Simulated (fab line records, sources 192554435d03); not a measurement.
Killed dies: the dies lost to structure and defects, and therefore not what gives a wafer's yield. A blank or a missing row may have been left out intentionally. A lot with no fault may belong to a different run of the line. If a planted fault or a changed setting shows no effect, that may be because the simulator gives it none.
Matching of chambers ; flow n5 finfet ; N5_BEOL_M12_ETCH_67 on rie diel-05 has 4 sister chambers
The step etches SiARC in CF4, target depth 143 nm, time 238.3 s. 4 wafers are shown with their chamber, then 8 later ones without.

## WAFERS, EACH WITH ITS CHAMBER
wafer;chamber;throttle valve pct (%)
L083.6;1;16.21
L087.2;3;15.83
L087.5;0;15.27
L085.4;2;15.34

## WAFERS WITHOUT THEIR CHAMBER
wafer;throttle valve pct (%)
L085.5;15.26
L085.6;15.83
L086.1;15.24
L086.3;15.83
L086.4;15.26
L095.2;15.37
L095.3;15.88
L095.5;15.88

## THE CHAMBER EACH PASSED THROUGH
wafer;from the rows above;in truth
L085.5;0;0
L085.6;3;3
L086.1;0;0
L086.3;3;3
L086.4;0;0
L095.2;2;2
L095.3;3;3
L095.5;3;3
Correctly placed: 8 of 8. Not placeable from these rows: 0. Placed wrongly: 0.
How it was worked out, from the rows above alone: a wafer's distance from a chamber is the root of the sum, over the readings, of the square of ((its reading less the chamber's mean) divided by the reading's scatter). The wafer belongs to the nearest chamber; if the next one is less than 2 further off, it can't be placed. A chamber's mean is the mean of its shown wafers. The scatter (one wafer shown for each chamber): square how far every hidden wafer sits from the nearest shown wafer, average those squares and take the square root.
